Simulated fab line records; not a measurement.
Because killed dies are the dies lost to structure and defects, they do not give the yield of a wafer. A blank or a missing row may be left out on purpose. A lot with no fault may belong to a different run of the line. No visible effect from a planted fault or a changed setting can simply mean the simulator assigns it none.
Commonality check across tools :: flow nandHarc :: Lots sampled 3, wafers sampled 9

## REASON IT WAS OPENED
At NHARC_END_SORT_01 the reading killedAtArray is flagged on 3 of 3 lots. Wafers without a fault read 56, standard deviation 19.
Rule: a lot gets a flag if all its wafers with a number sit over 4 standard deviations from that mean, or if no wafer of it has a number. The rest of the lots are taken to be sound.

lot: L745
measured: day 28 06:38
on: prober-01
killedAtArray, wafer by wafer: 675 675 672
flag: FLAGGED

lot: L746
measured: day 28 18:31
on: prober-02
killedAtArray, wafer by wafer: 672 674 673
flag: FLAGGED

lot: L747
measured: day 29 12:00
on: prober-01
killedAtArray, wafer by wafer: 673 673 674
flag: FLAGGED
The mean of the flagged lots' numbers is 673, +617 from the usual (+32 standard deviations).

## WHICH TOOL RAN EACH LOT
The record holds 4 process steps before the reading, out of a route of 1302 steps. Every cell lists first the tool, next ch and the chambers used by the sampled wafers, and last the start.
lot: L745
flag: FLAGGED
NHARC_A_CHANNEL_HOLE_D1_ETCH_33: harEtch-01 ch 0,1, day 12 11:04
NHARC_A_CHANNEL_HOLE_D1_ETCH_44: rieDiel-06 ch 0,2,3, day 12 11:49
NHARC_A_CHANNEL_FILL_D1_ALD_16: aldHk-03 ch 2,3, day 13 01:41
NHARC_A_CHANNEL_FILL_D1_CMP_10: cmp-03 ch 0,3, day 14 16:21

lot: L746
flag: FLAGGED
NHARC_A_CHANNEL_HOLE_D1_ETCH_33: harEtch-02 ch 1, day 13 10:16
NHARC_A_CHANNEL_HOLE_D1_ETCH_44: rieDiel-10 ch 0,1,2, day 13 11:12
NHARC_A_CHANNEL_FILL_D1_ALD_16: aldHk-04 ch 0,1,2, day 14 00:34
NHARC_A_CHANNEL_FILL_D1_CMP_10: cmp-03 ch 0,1,2, day 15 11:42

lot: L747
flag: FLAGGED
NHARC_A_CHANNEL_HOLE_D1_ETCH_33: harEtch-01 ch 1, day 13 10:26
NHARC_A_CHANNEL_HOLE_D1_ETCH_44: rieDiel-06 ch 1,3, day 13 11:10
NHARC_A_CHANNEL_FILL_D1_ALD_16: aldHk-03 ch 1,2,3, day 14 00:34
NHARC_A_CHANNEL_FILL_D1_CMP_10: cmp-01 ch 1,2,3, day 15 15:17
These steps, and what they do:
- NHARC_A_CHANNEL_HOLE_D1_ETCH_33: etches the open film in C4F8/O2/Ar, time 90 s, target depth 400 nm.
- NHARC_A_CHANNEL_HOLE_D1_ETCH_44: etches the open film in CF4/O2, target depth 140 nm, overetch 14 nm, time 77 s.
- NHARC_A_CHANNEL_FILL_D1_ALD_16: deposits SiO2, target thk 1.5 nm, pulse time 10 s, ald cycles 15.
- NHARC_A_CHANNEL_FILL_D1_CMP_10: polishes, target thk 150 nm.
- NHARC_END_SORT_01

## FLAGGED OVER TOTAL, TOOL BY TOOL (the gauges that took the reading come last)
step: NHARC_A_CHANNEL_HOLE_D1_ETCH_33
tool: harEtch-01
lots run: 2
flagged: 2
share of the flagged lots: some
sound lots run after its first flagged lot: 0

step: NHARC_A_CHANNEL_HOLE_D1_ETCH_33
tool: harEtch-02
lots run: 1
flagged: 1
share of the flagged lots: some
sound lots run after its first flagged lot: 0

step: NHARC_A_CHANNEL_HOLE_D1_ETCH_44
tool: rieDiel-06
lots run: 2
flagged: 2
share of the flagged lots: some
sound lots run after its first flagged lot: 0

step: NHARC_A_CHANNEL_HOLE_D1_ETCH_44
tool: rieDiel-10
lots run: 1
flagged: 1
share of the flagged lots: some
sound lots run after its first flagged lot: 0

step: NHARC_A_CHANNEL_FILL_D1_ALD_16
tool: aldHk-03
lots run: 2
flagged: 2
share of the flagged lots: some
sound lots run after its first flagged lot: 0

step: NHARC_A_CHANNEL_FILL_D1_ALD_16
tool: aldHk-04
lots run: 1
flagged: 1
share of the flagged lots: some
sound lots run after its first flagged lot: 0

step: NHARC_A_CHANNEL_FILL_D1_CMP_10
tool: cmp-01
lots run: 1
flagged: 1
share of the flagged lots: some
sound lots run after its first flagged lot: 0

step: NHARC_A_CHANNEL_FILL_D1_CMP_10
tool: cmp-03
lots run: 2
flagged: 2
share of the flagged lots: some
sound lots run after its first flagged lot: 0

step: NHARC_END_SORT_01
tool: prober-01
lots run: 2
flagged: 2
share of the flagged lots: some
sound lots run after its first flagged lot: 0

step: NHARC_END_SORT_01
tool: prober-02
lots run: 1
flagged: 1
share of the flagged lots: some
sound lots run after its first flagged lot: 0

## WHAT IS ALLOWED BY THE TABLE
No row of the table ran every flagged lot.

## WHAT THE SIMULATOR PUT IN
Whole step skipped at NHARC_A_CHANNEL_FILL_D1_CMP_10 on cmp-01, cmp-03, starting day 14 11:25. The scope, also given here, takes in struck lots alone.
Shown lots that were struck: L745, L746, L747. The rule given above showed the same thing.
